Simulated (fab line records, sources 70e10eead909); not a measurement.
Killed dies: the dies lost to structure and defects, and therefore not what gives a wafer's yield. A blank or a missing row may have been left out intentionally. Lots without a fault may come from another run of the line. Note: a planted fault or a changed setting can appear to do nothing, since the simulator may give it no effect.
Which tool is to blame? -- flow nand_harc -- Sampling: 6 lots, 18 wafers, 2 of 1159 route steps

## WHAT THE GAUGES SHOWED, per wafer
NHARC_P_GATE_CD_MEAS_59: target cd 720 nm.
lot,measured,on,cd_nm (nm)
L489,day 5 08:50,cd_sem-01,718.6 719.7 718.9
L501,day 8 12:36,cd_sem-01,726.0 721.2 718.1
L502,day 9 03:17,cd_sem-02,721.3 716.2 724.1
L505,day 9 18:44,cd_sem-03,722.7 721.8 720.4
L507,day 10 01:34,cd_sem-03,719.6 717.6 718.5
L510,day 10 19:10,cd_sem-02,718.2 716.7 716.8

## EACH LOT AND THE TOOL THAT RAN IT (in order: tool; ch and the chambers of the sampled wafers; start)
lot,NHARC_P_GATE_EXPOSE_56
L489,"krf_scanner-03 ch 0, day 5 08:41"
L501,"krf_scanner-03 ch 0, day 8 12:26"
L502,"krf_scanner-02 ch 0, day 9 03:07"
L505,"krf_scanner-03 ch 0, day 9 18:35"
L507,"krf_scanner-03 ch 0, day 10 01:25"
L510,"krf_scanner-01 ch 0, day 10 19:00"
- NHARC_P_GATE_EXPOSE_56: exposes mask P PSD, target cd 720 nm.

## THE ANSWER, worked out from the rows above alone
Rule: the usual values come from the lots themselves. The widest of any qualifying gaps counts: lots, ordered by their means at a reading, are off when they make up no more than a third of the lots, leave a main group of 4 or more, and stand apart from it by 3 or more times the standard deviation of that group's means. A main group whose means are all the same, to the digits that the tables above print for the reading, isn't used. A lot without any number at a reading at which 4 lots or more have one is off too. Any other lot the step has rows for is counted as sound.
Across all readings shown, no lot is off: no conclusion can be drawn from this.

## WHAT THE SIMULATOR PUT IN
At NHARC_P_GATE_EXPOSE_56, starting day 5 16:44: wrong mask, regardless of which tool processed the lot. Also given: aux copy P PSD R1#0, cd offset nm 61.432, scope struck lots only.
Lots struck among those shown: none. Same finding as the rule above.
